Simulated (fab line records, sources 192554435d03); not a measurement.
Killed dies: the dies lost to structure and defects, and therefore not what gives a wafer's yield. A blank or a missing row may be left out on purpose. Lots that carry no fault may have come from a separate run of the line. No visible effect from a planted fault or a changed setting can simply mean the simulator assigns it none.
fab line records	flow n5-finfet
record lots=9	wafers=27	last-day=18
route steps=1938 shown MOL_CONTACT_COAG@527 BEOL_M4@1111 PASSIVATION@1936
lots untouched by any fault: they come from a run of this same line in which no faults occurred
start-h: start of the lot's first displayed wafer, in hours after the record's first day	wait-h: time in hours since the lot's previous step	" identical to the entry in the row above	L1.1+2: a row that stands for several wafers	- either no value or no given start	* or withheld: withheld	< > ~ a bound
route shown NAME@n: NAME is a module with steps in the file, n the number in the route of the first one	usual: mean/standard deviation taken from wafers without a fault	same: alike in all rows	chamber/n: place in a boat	sites: readings site by site	_std_site: standard deviation of those values	_edge_site: the outer-site mean with the inner-site mean subtracted	radius-mm: for every site, how far away it sits from the centre of the wafer	mask NAME#n: copy n	behind: tool/chamber where the wafer was last shaped	hold: why the lot was held/for how many hours/how that ended	device: the n, p or np transistor that did not switch	end of line: the route-end tests of the same wafers	a step given without rows: its recipe and nothing more	killed: at the first sort, the dies lost to defects and structure; wafer yield is something else	map: a wafer's dies, x killed, . not, _ none there
set.NAME: the setting as run; set.NAME@STEP: as run at that earlier step	model.NAME: the simulator's own value behind a step, which no gauge read
steps of the route over a sample of lots; a table a step, a row a wafer
services: when a tool's chamber went out of use (start-h, in hours from the record's first day, below 0 if earlier), for how many hours, and the reason
## steps
# step N5_MOL_CONTACT_COAG_OVL_MEAS_09
# recipe points-per-wafer=522
# usual CA_OVL=0.1/0.78
# same points-per-wafer=522
lot.wafer	tool	chamber	start-h	wait-h	CA_OVL[nm]
L819.4	overlay-02	0	99.66	0.0	0.8
L819.5	"	0	"	"	0.1
L819.6	"	0	"	"	0.9
L821.3	overlay-01	0	106.17	0.0	0.9
L821.4	"	0	"	"	-0.4
L821.6	"	0	"	"	-0.6
L824.1	overlay-02	0	121.79	0.0	0.0
L824.4	"	0	"	"	0.8
L824.5	"	0	"	"	0.4
L830.1	overlay-02	0	166.00	0.0	-0.3
L830.4	"	0	"	"	0.4
L830.5	"	0	"	"	-0.1
L832.1	overlay-02	0	171.44	0.0	0.6
L832.3	"	0	"	"	-0.1
L832.5	"	0	"	"	-0.7
L834.2	overlay-02	0	181.89	0.0	1.1
L834.3	"	0	"	"	0.5
L834.4	"	0	"	"	0.6
L836.3	overlay-02	0	191.11	0.0	1.1
L836.4	"	0	"	"	1.2
L836.5	"	0	"	"	1.5
L841.3	overlay-01	0	224.70	0.0	-0.3
L841.4	"	0	"	"	0.2
L841.5	"	0	"	"	0.0
L842.2	overlay-01	0	229.27	0.0	1.5
L842.3	"	0	"	"	-0.5
L842.5	"	0	"	"	0.5
# step N5_MOL_CONTACT_COAG_DESCUM_13
# recipe chemistry=O2	time-s=7	source-power-w=50	bias-power-w=20	pressure-mtorr=20	rf-frequency-hz=2.712e+07	temp-c=40	resist=CAR-EUV	o2-flow-sccm=225
# usual drypump-motor-current-A=5.8/0.47	oes-product-au=0.75/0.066	rf-vpp-V=244.0/0.96	showerhead-plenum-p-Torr=2.16/0.039	throttle-valve-pct=20.39/0.21
lot.wafer	tool	chamber	start-h	wait-h	drypump-motor-current-A	oes-product-au	rf-hours-counter-h	rf-vpp-V	showerhead-plenum-p-Torr	throttle-valve-pct
L819.4	rie-diel-01	2	100.03	0.3	5.2	0.69	234	244.0	2.16	20.98
L819.5	"	0	"	"	6.3	0.77	-	244.4	2.19	20.32
L819.6	"	1	"	"	5.7	0.81	-	244.1	2.21	20.32
L821.3	rie-diel-01	2	106.97	0.7	5.2	0.69	237	244.1	2.16	21.00
L821.4	"	0	"	"	6.3	0.76	154	243.5	2.19	20.29
L821.6	"	1	"	"	5.7	0.82	-	244.2	2.21	20.30
L824.1	rie-diel-01	1	121.94	0.1	5.7	0.80	87	244.6	2.21	20.33
L824.4	"	0	"	"	6.4	0.76	160	243.8	2.18	20.33
L824.5	"	1	"	"	5.7	0.80	-	243.4	2.21	20.34
L830.1	rie-diel-01	1	166.40	0.3	5.7	0.78	104	244.6	2.20	20.35
L830.4	"	1	"	"	5.7	0.78	-	245.5	2.20	20.35
L830.5	"	3	"	"	6.3	0.73	-	244.6	2.14	20.25
L832.1	rie-diel-05	3	171.53	0.0	5.7	0.67	238	242.3	2.06	20.81
L832.3	"	1	"	"	5.1	0.76	137	241.5	2.10	20.07
L832.5	"	2	"	"	5.9	0.70	-	244.3	2.13	20.54
L834.2	rie-diel-05	3	181.98	0.0	5.7	0.67	241	242.8	2.06	20.83
L834.3	"	1	"	"	5.1	0.75	140	241.8	2.10	20.10
L834.4	"	0	"	"	6.5	0.72	202	244.3	2.15	20.13
L836.3	rie-diel-05	1	191.31	0.2	5.1	0.74	142	244.3	2.09	20.10
L836.4	"	2	"	"	5.9	0.68	246	243.6	2.13	20.54
L836.5	"	0	"	"	6.4	0.71	-	245.0	2.15	20.15
L841.3	rie-diel-03	1	224.78	0.0	5.3	0.84	54	243.6	2.14	20.53
L841.4	"	0	"	"	5.8	0.88	46	244.9	2.22	20.28
L841.5	"	1	"	"	5.3	0.84	-	243.5	2.14	20.51
L842.2	rie-diel-01	1	229.36	0.0	5.7	0.77	128	244.8	2.19	20.40
L842.3	"	3	"	"	6.3	0.72	229	243.4	2.13	20.30
L842.5	"	1	"	"	5.7	0.76	-	244.3	2.19	20.39
# step N5_MOL_CONTACT_COAG_ETCH_110
# recipe chemistry=CF4/O2	target=Si	target-depth-a=25	time-s=8	pressure-mtorr=100	source-w=200	bias-w=12	ion-energy-ev=60	Ar_flow_sccm=100	cf4-flow-sccm=100	O2_flow_sccm=10
# usual O2_flow_sccm=9.99/0.033	cf4-flow-sccm=100.0/0.31	drypump-motor-current-A=5.8/0.47	oes_ar_750_au=0.75/0.058	oes-product-au=0.75/0.062	rf-vpp-V=127.8/1.8	showerhead-plenum-p-Torr=2.29/0.038	throttle-valve-pct=10.78/0.23
lot.wafer	tool	chamber	start-h	wait-h	O2_flow_sccm	cf4-flow-sccm	drypump-motor-current-A	oes_ar_750_au	oes-product-au	rf-hours-counter-h	rf-vpp-V	showerhead-plenum-p-Torr	throttle-valve-pct
L819.4	rie-diel-01	2	100.31	0.0	10.00	100.4	5.2	0.69	0.68	234	127.1	2.28	11.25
L819.5	"	0	"	"	9.96	99.8	6.3	0.77	0.75	-	128.0	2.32	10.67
L819.6	"	1	"	"	10.05	100.2	5.7	0.82	0.81	-	126.4	2.33	10.53
L821.3	rie-diel-01	2	107.25	0.0	9.96	100.5	5.2	0.70	0.68	237	127.9	2.28	11.26
L821.4	"	0	"	"	9.99	100.4	6.4	0.77	0.77	154	127.3	2.32	10.67
L821.6	"	1	"	"	9.94	100.1	5.6	0.81	0.82	-	127.5	2.33	10.54
L824.1	rie-diel-01	1	122.22	0.0	9.99	100.2	5.7	0.80	0.80	87	126.4	2.32	10.53
L824.4	"	0	"	"	9.96	99.5	6.4	0.77	0.74	160	127.2	2.31	10.70
L824.5	"	1	"	"	9.96	99.5	5.7	0.81	0.81	-	126.6	2.32	10.55
L830.1	rie-diel-01	1	166.67	0.0	10.03	100.1	5.7	0.79	0.78	104	126.9	2.32	10.61
L830.4	"	1	"	"	10.02	100.0	5.7	0.79	0.78	-	127.9	2.32	10.59
L830.5	"	3	"	"	9.97	100.2	6.3	0.72	0.72	-	129.1	2.30	10.97
L832.1	rie-diel-05	3	171.81	0.0	9.99	99.3	5.7	0.69	0.67	239	128.6	2.19	11.17
L832.3	"	1	"	"	9.98	100.5	5.1	0.78	0.77	137	122.8	2.22	10.44
L832.5	"	2	"	"	10.01	100.4	5.9	0.70	0.70	-	127.3	2.28	11.13
L834.2	rie-diel-05	3	182.26	0.0	10.00	100.2	5.7	0.70	0.67	241	129.5	2.19	11.17
L834.3	"	1	"	"	10.01	99.6	5.1	0.76	0.77	140	124.7	2.22	10.44
L834.4	"	0	"	"	9.98	99.7	6.5	0.72	0.71	202	127.2	2.29	10.68
L836.3	rie-diel-05	1	191.59	0.0	10.02	100.0	5.1	0.77	0.76	142	123.6	2.21	10.46
L836.4	"	2	"	"	9.95	99.8	6.0	0.70	0.69	246	128.9	2.28	11.14
L836.5	"	0	"	"	10.00	99.7	6.5	0.72	0.70	-	127.3	2.29	10.67
L841.3	rie-diel-03	1	225.05	0.0	10.01	100.2	5.3	0.84	0.82	54	127.6	2.26	10.63
L841.4	"	0	"	"	10.05	100.1	5.8	0.84	0.85	46	131.2	2.35	10.54
L841.5	"	1	"	"	9.99	100.2	5.4	0.83	0.83	-	128.6	2.26	10.62
L842.2	rie-diel-01	1	229.64	0.0	10.00	100.1	5.7	0.77	0.76	128	126.8	2.31	10.68
L842.3	"	3	"	"	10.03	99.9	6.3	0.71	0.71	229	130.0	2.29	11.03
L842.5	"	1	"	"	9.96	99.9	5.7	0.77	0.76	-	129.5	2.31	10.69
# step N5_MOL_CONTACT_COAG_ALD_20
# recipe material=TiN	target-thk-a=15	temp-c=400	ald-precursor-family=TiCl4	ald-co-reactant=NH3	pulse-time-s=1	purge-time-s=3	co-reactant-purge-time-s=2	co-reactant-pulse-time-s=2	ald-cycles=68	pressure-torr=3
# usual ald-cycles=68/0	heater-power-w=878/89	precursor-pulse-height-rel=1.000/0.019
# same co-reactant-purge-time-s=2
lot.wafer	tool	chamber	start-h	wait-h	ald-cycles	heater-power-w	precursor-pulse-height-rel
L819.4	ald-metal-03	2	103.03	0.1	68	826	1.014
L819.5	"	2	"	"	68	848	1.007
L819.6	"	3	"	"	68	694	1.018
L821.3	ald-metal-04	2	108.27	0.1	68	899	0.983
L821.4	"	0	"	"	68	922	1.015
L821.6	"	2	"	"	68	901	0.978
L824.1	ald-metal-04	3	123.05	0.2	68	914	1.024
L824.4	"	2	"	"	68	915	0.970
L824.5	"	3	"	"	68	861	0.993
L830.1	ald-metal-03	2	168.05	0.1	68	813	1.013
L830.4	"	0	"	"	68	890	1.020
L830.5	"	2	"	"	68	845	0.983
L832.1	ald-metal-04	1	172.51	0.1	68	1008	1.014
L832.3	"	2	"	"	89	893	1.023
L832.5	"	0	"	"	89	927	1.011
L834.2	ald-metal-04	0	186.33	0.1	68	927	0.986
L834.3	"	1	"	"	89	980	1.016
L834.4	"	1	"	"	68	1012	0.968
L836.3	ald-metal-02	1	192.30	0.1	68	799	0.989
L836.4	"	2	"	"	68	1014	1.003
L836.5	"	3	"	"	68	920	0.985
L841.3	ald-metal-03	2	226.37	0.1	68	831	0.987
L841.4	"	0	"	"	68	875	1.019
L841.5	"	3	"	"	68	685	1.031
L842.2	ald-metal-03	1	230.90	0.1	68	981	1.017
L842.3	"	3	"	"	68	679	1.000
L842.5	"	3	"	"	68	690	1.000
# step N5_BEOL_M4_RC_MEAS_101
# usual DIBL_N=37.0/1.7	DIBL_P=36.7/2	IOFF_N=0.17/0.035	IOFF_P=0.22/0.035	ION_N=672/12	ION_P=461/7.5	SS_N=71.6/0.67	SS_P=73.4/0.64	VT_N=250/3.5	VT_P=-250/3.5
lot.wafer	tool	chamber	start-h	wait-h	DIBL_N[mV/V]	DIBL_P[mV/V]	IOFF_N[nA/um]	IOFF_P[nA/um]	ION_N[uA/um]	ION_P[uA/um]	SS_N[mV/dec]	SS_P[mV/dec]	VT_N[mV]	VT_P[mV]
L821.3	prober-01	0	176.08	0.3	38.7	41.7	0.22	0.27	674	463	72.6	75.0	248	-248
L821.4	"	0	"	"	37.0	39.1	0.16	0.20	664	454	73.0	73.4	254	-251
L821.6	"	0	"	"	35.7	36.9	0.14	0.18	645	445	72.5	73.1	256	-253
L819.4	prober-02	0	176.57	0.5	36.8	36.0	0.16	0.18	672	459	72.2	72.7	250	-252
L819.5	"	0	"	"	35.5	35.4	0.14	0.17	655	448	71.2	72.9	249	-255
L819.6	"	0	"	"	33.7	33.5	0.11	0.16	663	460	70.5	72.3	255	-254
L824.1	prober-02	0	193.05	0.0	38.6	38.0	0.20	0.24	695	466	71.1	73.5	245	-251
L824.4	"	0	"	"	39.0	38.0	0.20	0.23	682	461	72.1	74.5	245	-250
L824.5	"	0	"	"	38.8	37.8	0.20	0.22	674	451	71.9	74.3	247	-252
L830.1	prober-01	0	237.41	0.0	36.9	36.1	0.18	0.26	687	471	71.7	72.8	245	-244
L830.4	"	0	"	"	35.7	34.7	0.16	0.23	680	470	70.2	73.1	247	-245
L830.5	"	0	"	"	39.5	39.5	0.24	0.33	693	475	72.4	73.8	243	-242
L834.2	prober-02	0	250.05	0.2	37.9	37.6	0.20	0.24	662	461	72.1	73.2	247	-247
L834.3	"	0	"	"	37.5	37.4	0.17	0.24	668	462	71.8	73.2	249	-250
L834.4	"	0	"	"	35.4	35.6	0.14	0.21	665	464	71.1	73.1	251	-249
L832.1	prober-01	0	253.10	0.0	34.3	34.0	0.12	0.17	666	456	70.6	72.4	254	-257
L832.3	"	0	"	"	31.9	31.3	0.09	0.13	649	452	69.8	71.8	256	-259
L832.5	"	0	"	"	33.6	33.3	0.11	0.16	664	456	70.4	72.3	254	-257
L836.3	prober-02	0	261.93	0.3	40.4	40.5	0.25	0.31	683	471	73.2	74.2	244	-245
L836.4	"	0	"	"	37.3	37.0	0.17	0.24	676	465	71.6	73.6	245	-248
L836.5	"	0	"	"	37.1	36.6	0.18	0.23	690	467	71.2	73.9	246	-247
L842.2	prober-02	0	300.09	0.2	37.0	35.8	0.15	0.21	680	467	71.1	73.7	250	-247
L842.3	"	0	"	"	35.9	34.6	0.13	0.19	658	460	70.7	72.8	251	-250
L842.5	"	0	"	"	39.1	38.2	0.19	0.25	690	470	72.1	73.5	246	-248
L841.3	prober-02	0	322.71	0.3	35.5	34.4	0.15	0.20	675	467	72.0	73.6	250	-250
L841.4	"	0	"	"	36.0	35.2	0.16	0.22	678	466	71.8	73.5	246	-249
L841.5	"	0	"	"	35.8	34.2	0.14	0.20	664	461	71.2	73.1	251	-252
# step N5_PASSIVATION_PROBE_49
# usual defect-limited-yield=91.1/1.3	killed_at_M0_to_M3=35/11	killed_at_M4_up=13/5.4	killed-at-contacts=14/6.5	killed-at-front-end=41/11	killed-at-other=4/3.1	killed-dies=106/15	killed-open=69/12	killed-short=35/7	sort_bin_4_leakage=0.01/0.078	sort_bin_5_function=5.2/0.86	sort_bin_6_memory=3.4/0.64	sort-n-pass=1074/15	sort-yield-pct=91.0/1.3
# same gross-dies=1180	killed-at-back-side=0	sort_bin_8_speed[%]=0
lot.wafer	tool	chamber	start-h	wait-h	defect-limited-yield[%]	killed_at_M0_to_M3	killed_at_M4_up	killed-at-contacts	killed-at-front-end	killed-at-other	killed-dies	killed-open	killed-short	sort_bin_4_leakage[%]	sort_bin_5_function[%]	sort_bin_6_memory[%]	sort-n-pass	sort-yield-pct[%]
L824.1	prober-01	-	293.44	0.0	92.1	39	8	11	33	2	93	61	32	0	4.8	2.8	1087	92.1
L824.4	prober-01	-	293.59	0.2	91.4	53	12	6	28	3	102	57	43	0	5.1	3.1	1078	91.4
L824.5	prober-01	-	293.64	0.2	91.7	38	6	18	36	0	98	60	38	0	5.7	2.3	1082	91.7
# killed by level:class
L824.1 BEOL_M1:geometric-particle:open=12 MOL_CONTACT_COAG:geometric-particle:open=10 BEOL_M0_SAQP:geometric-particle:short=10 STI_FIN_REVEAL:geometric-particle:open=9 BEOL_M0_SAQP:geometric-particle:open=7 SPACER0:geometric-particle:short=6 BEOL_M3:geometric-particle:open=5 BEOL_M4:geometric-particle:open=5
L824.4 BEOL_M3:geometric-particle:short=12 BEOL_M0_SAQP:geometric-particle:open=9 BEOL_M1:geometric-particle:open=7 BEOL_M3:geometric-particle:open=7 FIN_SAQP:geometric-particle:short=6 BEOL_M4:geometric-particle:open=6 FIN_SAQP:geometric-particle:open=5 MOL_CONTACT_COAG:geometric-particle:open=5
L824.5 MOL_CONTACT_COAG:geometric-particle:open=18 GATE_CUT:geometric-particle:short=7 BEOL_M0_SAQP:geometric-particle:open=7 BEOL_M3:geometric-particle:short=7 BEOL_M1:geometric-particle:open=6 BEOL_M3:geometric-particle:open=6 BEOL_M0_SAQP:geometric-particle:short=5 STI_FIN_REVEAL:geometric-particle:open=4
## services
tool	chamber	start-h	hours	kind
rie-diel-05	1	96.03	9.1	repair
rie-diel-01	2	108.98	7.7	repair
rie-diel-03	0	131.31	33.0	repair
rie-diel-03	1	139.08	7.7	repair
rie-diel-01	2	153.55	-	clean
rie-diel-01	2	153.55	-	consumable-replace:esc
rie-diel-01	2	153.55	-	consumable-replace:focus-ring
rie-diel-01	2	153.55	23.5	scheduled-down
rie-diel-01	2	153.55	23.5	vent-cycle
rie-diel-05	-	156.32	4.3	pm
rie-diel-01	1	182.08	1.6	repair
ald-metal-04	2	186.00	8.6	repair
ald-metal-04	3	193.92	7.2	repair
rie-diel-05	2	202.05	-	clean
rie-diel-05	2	202.05	-	consumable-replace:focus-ring
rie-diel-05	2	202.05	14.4	scheduled-down
rie-diel-05	2	202.05	14.4	vent-cycle
rie-diel-05	3	216.48	-	clean
rie-diel-05	3	216.48	-	consumable-replace:focus-ring
rie-diel-05	3	216.48	20.3	scheduled-down
rie-diel-05	3	216.48	20.3	vent-cycle
ald-metal-02	2	216.87	25.7	repair
rie-diel-05	-	228.13	0.4	repair
## key
first-sign step=N5_MOL_CONTACT_COAG_ALD_20	reading=ald-cycles	direction=up	sigmas=99+	usual=*	struck=*
effect none on later readings
met-at N5_MOL_CONTACT_COAG_ALD_20
struck-lots L832,L834
struck-wafers L832.3,L832.5,L834.3
not-acting-at N5_MOL_CONTACT_COAG_OVL_MEAS_09,N5_MOL_CONTACT_COAG_DESCUM_13,N5_MOL_CONTACT_COAG_ETCH_110
onset-between 123.05 172.51
fault kind=process-parameter-drift	tool=ald-metal-04	chamber=-	onset-h=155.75	steps=N5_MOL_CONTACT_COAG_ALD_20	channel=ald-cycles	offset=*	shape=step	end-h=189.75	scope=struck-wafers-only	acts-in=*	stated=*
